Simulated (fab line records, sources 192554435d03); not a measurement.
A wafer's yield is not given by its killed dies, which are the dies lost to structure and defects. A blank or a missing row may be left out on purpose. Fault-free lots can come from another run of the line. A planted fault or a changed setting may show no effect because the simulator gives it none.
A struck lot beside a sound one / flow n5-finfet / 15 out of 1938 route steps
Sound: the wafers L650.1, L650.2, L650.3. Wafers struck: L660.2, L660.4, L660.5. The cause is given at the end.
Per side, at each step with rows, come the tool, then ch with its chambers, and then its first start. Under that, the readings that differ: sound wafers / struck wafers / difference of the means / sigmas: that difference in standard deviations of wafers without a fault.
alike: same words and numbers on both sides, and readings whose means sit less than 2 such deviations apart. not compared: any withheld reading, any reading some wafer has no value for, any bound like >300 that may hide the same value, and any number with overlapping values for which the record gives no deviation.
A row with sigmas, a row that says differs or no value, or rows on one side alone: a step with any of these is where the two part. Numbers that have no deviation but don't overlap get no sigmas and don't part them. Lack of a reading on every wafer of one side parts them only where that side has two or more wafers.

first, 7 steps without rows for these wafers: N5_MIM_BOT_LITHO_COAT_02; N5_MIM_BOT_LITHO_EBR_04; N5_MIM_BOT_LITHO_SOFTBAKE_03 (time 90 s); N5_MIM_BOT_LITHO_EXPOSE_05 (exposes mask MIM BOT); N5_MIM_BOT_LITHO_PEB_06; N5_MIM_BOT_LITHO_DEVELOP_07 (develop time 60 s); N5_MIM_BOT_LITHO_HARDBAKE_09 (time 120 s).
N5_MIM_BOT_LITHO_CD_MEAS_08: the cd target is 3000 nm.
  sound on cd-sem-03 ch 0, day 12 14:25; struck on cd-sem-01 ch 0, day 15 00:41
  alike: cd-nm
N5_MIM_BOT_LITHO_OVL_MEAS_11:
  sound on overlay-02 ch 0, day 12 14:26; struck on overlay-01 ch 0, day 15 00:43
  alike: MIM_BOT_OVL
N5_MIM_BOT_LITHO_INSPECT_12: inspects for defects (macro).
  sound: defect-inspect-02 at day 12 14:28; struck: defect-inspect-02 at day 15 00:44
  alike: raw-defect-count
N5_MIM_BOT_LITHO_DESCUM_10: chemistry O2, time 7.9 s.
  sound on rie-diel-02 ch 0,2,3, day 12 14:30; struck on rie-diel-04 ch 2,3, day 15 00:46
  alike: drypump-motor-current-A, o2-flow-sccm, oes-product-au, rf-vpp-V, showerhead-plenum-p-Torr, throttle-valve-pct
  not compared: rf-hours-counter-h
N5_MIM_BOT_ETCH_ETCH_04: etches SiNx in CF4/O2, target depth 26 nm, time 13 s.
  sound on rie-diel-02 ch 0,2,3, day 12 14:34; struck on rie-diel-04 ch 2,3, day 15 00:50
  alike: bias-w, drypump-motor-current-A, mfc-ar-sccm, oes-product-au, rf-vpp-V, showerhead-plenum-p-Torr, throttle-valve-pct
  not compared: rf-hours-counter-h
N5_MIM_BOT_ETCH_ETCH_03: etches the open film in Cl2/BCl3, target depth 12 nm.
  sound on rie-metal-03 ch 0,1, day 12 14:40; struck on rie-metal-02 ch 1, day 15 00:56
reading=bias-w (W); sound=99.6 99.9 99.7; struck=82.2 81.9 81.8; difference=-17.8; sigmas=-57
reading=oes-product-au (a.u.); sound=0.87 0.72 0.86; struck=0.62 0.61 0.63; difference=-0.20; sigmas=-2
reading=model.etch.depth-nm (nm); sound=11.97 12.4 11.87; struck=10.81 10.69 10.88; difference=-1.29; sigmas=
  alike: drypump-motor-current-A, he-backside-leak-sccm, throttle-valve-pct
  not compared: rf-hours-counter-h
N5_MIM_BOT_ETCH_ETCH_00: etches TiN in Cl2/BCl3, target depth 45.5 nm.
  sound on rie-metal-03 ch 0,1, day 12 14:45; struck on rie-metal-02 ch 1, day 15 01:01
  alike: bias-w, drypump-motor-current-A, he-backside-leak-sccm, mfc-ar-sccm, oes-product-au, throttle-valve-pct
  not compared: rf-hours-counter-h
N5_PASSIVATION_PROBE_49:
  sound wafers here have rows in the record (prober-01, day 12 23:56); struck ones have none

WHERE THEY PART
Last at N5_PASSIVATION_PROBE_49 as far as this record goes, first at N5_MIM_BOT_ETCH_ETCH_03.

WHY: what had been put in by the simulator
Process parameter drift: rie-metal-02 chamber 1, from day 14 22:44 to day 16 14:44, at N5_MIM_BOT_ETCH_ETCH_03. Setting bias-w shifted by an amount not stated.
